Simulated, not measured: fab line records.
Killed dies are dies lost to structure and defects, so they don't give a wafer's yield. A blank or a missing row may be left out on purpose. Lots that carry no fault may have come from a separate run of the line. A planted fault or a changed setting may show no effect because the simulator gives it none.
Chamber matching + flow n5 finfet + N5_BEOL_M0_SAQP_HM_OPEN_112 on rie diel-02: 4 sister chambers
The step chemistry CHF3/O2, target SiO2, stops on a-Si, target depth 12 nm, time 13.5 s. 4 wafers are shown with their chamber, then 7 later ones without.

## WAFERS WITH THEIR CHAMBER
| wafer  | chamber | drypump motor current A (A) |
|--------|---------|-----------------------------|
| L087.2 | 1       | 5.8                         |
| L087.3 | 3       | 4.9                         |
| L088.2 | 0       | 6.1                         |
| L088.5 | 2       | 5.1                         |

## WAFERS WITHOUT THEIR CHAMBER
| wafer  | drypump motor current A (A) |
|--------|-----------------------------|
| L088.6 | 4.9                         |
| L090.2 | 5.8                         |
| L090.3 | 5.0                         |
| L090.6 | 4.9                         |
| L094.1 | 6.1                         |
| L094.3 | 5.0                         |
| L094.4 | 4.9                         |

## CHAMBER TAKEN BY EACH
| wafer  | from the rows above     | in truth |
|--------|-------------------------|----------|
| L088.6 | 3                       | 3        |
| L090.2 | 1                       | 1        |
| L090.3 | can't be placed: 2 or 3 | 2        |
| L090.6 | 3                       | 3        |
| L094.1 | 0                       | 0        |
| L094.3 | can't be placed: 2 or 3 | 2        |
| L094.4 | 3                       | 3        |
Correctly placed: 5 of 7. Can't be placed from these rows: 2 (the true chamber is among the candidates in 2). 0 placed wrongly.
How it was worked out, from the rows above alone: a wafer's distance from a chamber is the root of the sum, over the readings, of the square of ((its reading less the chamber's mean) divided by the reading's scatter). If the next closest chamber is less than 2 further off than the closest, the wafer can't be placed; otherwise it belongs to the closest. The mean given for a chamber averages the wafers shown for that chamber. The scatter (one wafer shown for each chamber): square how far every hidden wafer sits from the nearest shown wafer, average those squares and take the square root.
